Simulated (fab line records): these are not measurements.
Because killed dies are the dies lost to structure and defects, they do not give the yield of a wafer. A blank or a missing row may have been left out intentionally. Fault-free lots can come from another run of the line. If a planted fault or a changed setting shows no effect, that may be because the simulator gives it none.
Struck lot and sound lot, side by side    flow nand-harc    16 out of 1159 route steps
Sound: the wafers L283.3, L283.4, L283.5. Struck: wafer L289.1 (left out: L289.2, L289.3 of the same lot, which were not struck); the cause appears at the end.
Per side, at each step with rows, come the tool, then ch with its chambers, and then its first start. Under that, the readings that differ: sound wafers    struck wafers    difference of the means    sigmas: that difference in standard deviations of wafers without a fault.
alike: readings with means less than 2 such deviations apart, plus words and numbers identical on both sides. not compared: withheld readings, readings lacking a value on some wafer, bounds such as >300 that could conceal the same value, and numbers that have no deviation in the record and whose values overlap.
A row with sigmas, a row that says differs or no value, or rows on one side alone: a step with any of these is where the two part. When numbers do not overlap yet have no deviation, they are printed without sigmas and do not part them. A reading that every wafer of one side lacks parts them only if that side has two wafers or more.

NHARC_A_M1_PRE_CLEAN_30: time 30 s.
  sound on pvd-sputter-03; struck on pvd-sputter-03
  alike: heater-power-w
NHARC_A_M1_PVD_20: deposits TaN, target thk 5 nm, time 8.06 s.
  sound on pvd-sputter-03; struck on pvd-sputter-03
  alike: throttle-valve-pct
NHARC_A_M1_PVD_21: deposits Cu, target thk 30 nm, time 20.49 s.
  sound on pvd-sputter-03; struck on pvd-sputter-03
  alike: throttle-valve-pct
then, 1 step without rows for these wafers: NHARC_A_M1_ECD_22 (material Cu, target thk 400 nm).
NHARC_A_M1_ANNEAL_31: time 90 s.
  sound on rtp-anneal-02 ch 0, day 19 03:18; struck on rtp-anneal-02 ch 0, day 22 06:43
  alike: wafer_temp_C_max
then, 1 step without rows for these wafers: NHARC_A_M1_CMP_23 (polishes, t overpolish 20 s, target thk 154.34 nm).
NHARC_A_M1_THK_MEAS_24: measures by xrf.
  sound: film-metro-01 at day 19 03:52; struck: film-metro-01 at day 22 07:23
  alike: thk-nm
after that, 1 step had no rows for these wafers: NHARC_A_M1_SRD_25.
NHARC_A_M1_INSPECT_27:
  sound: defect-inspect-02 at day 19 04:01; struck: defect-inspect-01 at day 22 07:32
  alike: raw-defect-count
NHARC_A_M1_PRE_CLEAN_32: time 12 s.
  sound on pecvd-04 ch 0,1,2, day 19 04:05; struck on pecvd-04 ch 1, day 22 07:37
  alike: heater-power-w
then, 1 step without rows for these wafers: NHARC_A_M1_DEP_33 (deposits SiCN, target thk 30 nm).
NHARC_A_BONDPAD_DEP_00: deposits SiCN, target thk 250 nm.
  sound on pecvd-03 ch 0,1, day 19 04:54; struck on pecvd-03 ch 2, day 22 08:14
  alike: heater-power-w
then, 1 step without rows for these wafers: NHARC_A_BONDPAD_CMP_29 (polishes SiCN, target thk 200 nm).
NHARC_A_BONDPAD_THK_MEAS_30: measures by ellipsometry.
  sound: film-metro-01 at day 19 05:34; struck: film-metro-02 at day 22 08:54
reading      sound              struck  difference  sigmas
thk-nm (nm)  201.8 200.3 201.0  173.5   -27.5       -18
after that, 1 step had no rows for these wafers: NHARC_A_BONDPAD_SRD_31.
NHARC_END_SORT_01:
  at this point the record logs the struck wafers (prober-01 ch 0, day 23 12:26) and has no rows for the sound ones

WHERE THEY PART
Earliest at NHARC_A_BONDPAD_THK_MEAS_30; latest, in this record, at NHARC_END_SORT_01.

WHY: the cause the simulator had injected
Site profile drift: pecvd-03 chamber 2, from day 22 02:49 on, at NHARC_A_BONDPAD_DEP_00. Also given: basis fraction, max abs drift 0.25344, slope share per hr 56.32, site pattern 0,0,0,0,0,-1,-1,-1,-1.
